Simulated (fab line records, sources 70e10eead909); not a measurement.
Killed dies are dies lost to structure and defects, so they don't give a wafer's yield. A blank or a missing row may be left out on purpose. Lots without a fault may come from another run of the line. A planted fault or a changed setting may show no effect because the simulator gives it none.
A struck lot beside a sound one | flow nand_harc | 14 steps out of a route of 1302
Sound: wafers L261.1, L261.2, L261.6. Struck: wafer L264.6. (L264.1, L264.4 of the same lot were not struck and are left out.) The cause comes at the end.
At each step with rows: each side's tool, then ch and its chambers, then its first start. Under that, the readings that differ: sound wafers | struck wafers | difference of the means | sigmas: that difference in standard deviations of wafers without a fault.
alike: readings whose means differ by less than 2 such deviations, and words and numbers that are the same on both sides. not compared: withheld readings, readings that some wafer has no value for, bounds like >300 that may hide the same value, and numbers for which the record gives no deviation and whose values overlap.
The two part at a step that has a row with sigmas, a row that says differs or no value, or rows on one side only. Numbers that don't overlap but have no deviation are shown without sigmas and don't part them. A reading that every wafer of one side lacks parts them only if that side has two wafers or more.

first, 10 steps without rows for these wafers: NHARC_A_STAIRCASE_SRD_208; NHARC_A_STAIRCASE_DEHYDRATE_209 (time 120 s); NHARC_A_STAIRCASE_HMDS_210 (time 30 s); NHARC_A_STAIRCASE_COAT_211; NHARC_A_STAIRCASE_SOFTBAKE_212 (time 170 s); NHARC_A_STAIRCASE_EBR_213; NHARC_A_STAIRCASE_EXPOSE_214 (exposes mask STAIR 3); NHARC_A_STAIRCASE_PEB_215 (peb time 130 s); NHARC_A_STAIRCASE_DEVELOP_216 (time 140 s); NHARC_A_STAIRCASE_HARDBAKE_218 (time 140 s).
NHARC_A_STAIRCASE_DESCUM_219: chemistry O2, time 3 s.
  sound on rie_diel-09 ch 0,2,3, day 18 15:04; struck on rie_diel-09 ch 1, day 19 06:23
  alike: drypump_motor_current_A, oes_product_au, rf_vpp_V, showerhead_plenum_p_Torr, throttle_valve_pct
  not compared: rf_hours_counter_h
NHARC_A_STAIRCASE_TRIM_220: chemistry O2, time 211.2 s.
  sound on rie_diel-09 ch 1,2, day 18 15:08; struck on rie_diel-09 ch 0, day 19 06:29
  reading          | sound             | struck | difference | sigmas
  rf_vpp_V (V)     | 58.4 57.6 56.5    | 60.2   | +2.7       | +3
  run_length_s (s) | 231.5 231.9 232.0 | 170.1  | -61.7      | -99 or more
  alike: drypump_motor_current_A, oes_product_au, showerhead_plenum_p_Torr, throttle_valve_pct
  not compared: rf_hours_counter_h
NHARC_A_STAIRCASE_ETCH_221: etches the open film in C4F8/O2, target depth 100 nm, time 40.5 s.
  sound on rie_diel-09 ch 0,1,2; struck on rie_diel-09 ch 0
  alike: oes_product_au, rf_vpp_V
  not compared: rf_hours_counter_h
-- the record jumps here: 9 days lie between the struck wafers' starts before and after (it left off in module A_STAIRCASE and takes up again in module END, whose first step shown is number 1302 of the route) --
NHARC_END_SORT_01:
  the record has rows for the struck wafers here (prober-01 ch 0, day 28 07:34) and none for the sound ones

WHERE THEY PART
First at NHARC_A_STAIRCASE_TRIM_220; last, within this record, at NHARC_END_SORT_01.

WHY: what the simulator had put in
Process parameter drift: rie_diel-09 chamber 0, from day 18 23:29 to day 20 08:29, at NHARC_A_STAIRCASE_TRIM_220. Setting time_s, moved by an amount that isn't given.
